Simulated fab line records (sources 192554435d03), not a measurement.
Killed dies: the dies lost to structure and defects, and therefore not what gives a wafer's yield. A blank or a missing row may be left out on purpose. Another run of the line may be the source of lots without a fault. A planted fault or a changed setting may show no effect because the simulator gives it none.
Problem report, 8D (eight disciplines) form, completed by code    flow n5 finfet    the parts of the form that need people (team, actions taken, sign-off) are left out

== 1. THE ISSUE ==
At N5_WELL_APT_CD_MEAS_08, cd nm averages 174.6 nm over 6 wafers from 3 lots, while fault-free wafers read 199.9 nm, standard deviation 1.7. Measured from the usual mean, that is -15 standard deviations.
The step: target cd 200 nm.
Earliest sighting: wafer L452.1 on cd sem-03 at day 5 19:34. The record holds 27 wafers of 10 lots with a number at this step. Rule for "out" (also "out of limits"): further than 4 standard deviations from the usual mean. The rest of the wafers with a number are treated as sound.

== 2. WHAT IT IS, WHAT IT ISN'T ==
question                     is                      is not
which readings at this step  cd nm                   -
which lots                   L452, L453, L455        L435, L439, L441, L442, L443, L445, L457
which wafers of those lots   all that have a number  -
read on which gauges         cd sem-02, cd sem-03    cd sem-01
when                         from day 5 19:34        up to then (18 sound wafers); but 3 sound wafers of L457 came after

== 3. WHAT RULES OUT EACH SUSPECT ==
Counting: a tool at any process step up to the reading remains a suspect when it ran all the lots that are out and ran no sound lot after the first of those.
- ruled out: the gauge at N5_WELL_APT_CD_MEAS_08. Those wafers that are out were read across 2 gauges (cd sem-02, cd sem-03).
- krf scanner-02 at N5_WELL_APT_EXPOSE_05 (exposes mask NWELL, defocus 0 nm, target cd 200 nm): kept. It processed each lot that is out, first L452 at day 5 19:23, and no sound lot thereafter; up to then, the last sound lot it processed was L445 at day 4 01:41.
After counting, what remains is krf scanner-02 at N5_WELL_APT_EXPOSE_05.

== 4. THE CAUSE (what the simulator had put in) ==
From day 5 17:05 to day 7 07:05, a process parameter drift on krf scanner-02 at N5_WELL_APT_EXPOSE_05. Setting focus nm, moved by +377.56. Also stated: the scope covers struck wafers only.
Only this tool survived the counting.

== 5. SEQUENCE OF EFFECTS, ordered by route ==
Rows list readings where the struck wafers' mean (over those with a number) sits beyond 3 standard deviations from the usual. Only readings whose record carries a usual standard deviation are examined. hours: median over the lots of the time between each lot's start at the first step of this table that gives one and its start at this step. sigmas: the change, counted in usual standard deviations.
hours  step                     reading               usual     on struck wafers  change  sigmas
0      N5_WELL_APT_CD_MEAS_08   cd nm                 199.9 nm  174.6             -25.3   -15
321    N5_PASSIVATION_PROBE_49  defect limited yield  91.5 %    85.0              -6.5    -4.7
321    N5_PASSIVATION_PROBE_49  killed at front end   37        106               +69     +6.2
321    N5_PASSIVATION_PROBE_49  killed dies           101       178               +76     +4.5
321    N5_PASSIVATION_PROBE_49  sort_bin_5_function   5.0 %     11.2              +6.2    +6.4
321    N5_PASSIVATION_PROBE_49  sort n pass           1079      1002              -77     -4.5
321    N5_PASSIVATION_PROBE_49  sort yield pct        91.4 %    84.9              -6.5    -4.7
Here are the process steps it includes:
- N5_PASSIVATION_PROBE_49
Later steps that measure or inspect, where all struck wafers having a row at the step show a number for every such reading and not one has moved that far: N5_PMOS_HMC_CHANNEL_EPI_INSPECT_11, N5_BEOL_M4_RC_MEAS_101.

== 6. WHAT WOULD HAVE CAUGHT IT SOONER ==
2 hours passed between the start of the fault at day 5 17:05 and the first reading out of limits at a measuring or inspecting step in this record, taken at day 5 19:34.
No tool reading at N5_WELL_APT_EXPOSE_05 that has a usual standard deviation in the record was out on any struck wafer, so an alarm limit of 4 standard deviations on those readings would not have fired.
Of the lots that are out (3), L453, L455 began N5_WELL_APT_EXPOSE_05 on krf scanner-02 after day 5 19:34. A hold on the tool at that time would have spared those 2.
